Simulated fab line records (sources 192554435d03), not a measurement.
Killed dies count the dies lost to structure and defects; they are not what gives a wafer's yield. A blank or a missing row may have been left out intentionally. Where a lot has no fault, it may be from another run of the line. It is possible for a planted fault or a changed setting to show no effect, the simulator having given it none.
Chamber matching || flow n5-finfet || N5_HKMG_FIN_ETCH_67 on rie-diel-04 has 4 sister chambers
The step etches SOC in N2/H2, stops on TiN, target depth 388.9 nm. 8 wafers are shown with their chamber, then 7 later ones without.

WAFERS, EACH WITH ITS CHAMBER
{"wafer": "L083.1", "chamber": 1, "showerhead-plenum-p-Torr (Torr)": 2.51, "drypump-motor-current-A (A)": 6.0}
{"wafer": "L084.3", "chamber": 3, "showerhead-plenum-p-Torr (Torr)": 2.70, "drypump-motor-current-A (A)": 6.0}
{"wafer": "L084.6", "chamber": 1, "showerhead-plenum-p-Torr (Torr)": 2.50, "drypump-motor-current-A (A)": 6.0}
{"wafer": "L088.2", "chamber": 2, "showerhead-plenum-p-Torr (Torr)": 2.47, "drypump-motor-current-A (A)": 5.9}
{"wafer": "L088.3", "chamber": 0, "showerhead-plenum-p-Torr (Torr)": 2.50, "drypump-motor-current-A (A)": 6.5}
{"wafer": "L088.5", "chamber": 3, "showerhead-plenum-p-Torr (Torr)": 2.69, "drypump-motor-current-A (A)": 6.0}
{"wafer": "L089.2", "chamber": 0, "showerhead-plenum-p-Torr (Torr)": 2.50, "drypump-motor-current-A (A)": 6.5}
{"wafer": "L089.3", "chamber": 2, "showerhead-plenum-p-Torr (Torr)": 2.47, "drypump-motor-current-A (A)": 5.8}

WAFERS MISSING THEIR CHAMBER
{"wafer": "L089.6", "showerhead-plenum-p-Torr (Torr)": 2.50, "drypump-motor-current-A (A)": 6.5}
{"wafer": "L093.1", "showerhead-plenum-p-Torr (Torr)": 2.69, "drypump-motor-current-A (A)": 6.0}
{"wafer": "L093.4", "showerhead-plenum-p-Torr (Torr)": 2.49, "drypump-motor-current-A (A)": 6.5}
{"wafer": "L093.5", "showerhead-plenum-p-Torr (Torr)": 2.49, "drypump-motor-current-A (A)": 6.5}
{"wafer": "L095.1", "showerhead-plenum-p-Torr (Torr)": 2.69, "drypump-motor-current-A (A)": 6.0}
{"wafer": "L095.3", "showerhead-plenum-p-Torr (Torr)": 2.49, "drypump-motor-current-A (A)": 6.6}
{"wafer": "L095.4", "showerhead-plenum-p-Torr (Torr)": 2.50, "drypump-motor-current-A (A)": 5.9}

WHICH CHAMBER EACH ONE RAN IN
{"wafer": "L089.6", "from the rows above": 0, "in truth": 0}
{"wafer": "L093.1", "from the rows above": 3, "in truth": 3}
{"wafer": "L093.4", "from the rows above": 0, "in truth": 0}
{"wafer": "L093.5", "from the rows above": 0, "in truth": 0}
{"wafer": "L095.1", "from the rows above": 3, "in truth": 3}
{"wafer": "L095.3", "from the rows above": 0, "in truth": 0}
{"wafer": "L095.4", "from the rows above": 1, "in truth": 1}
Correctly placed: 7 of 7. From these rows, 0 cannot be placed. 0 placed wrongly.
How it was worked out, from the rows above alone: a wafer's distance from a chamber is the root of the sum, over the readings, of the square of ((its reading less the chamber's mean) divided by the reading's scatter). The wafer belongs to the nearest chamber; if the next one is less than 2 further off, it can't be placed. The mean given for a chamber averages the wafers shown for that chamber. The scatter is the square root of a quotient: the sum, over the shown wafers, of each reading's squared deviation from its chamber's mean, divided by wafers minus chambers.
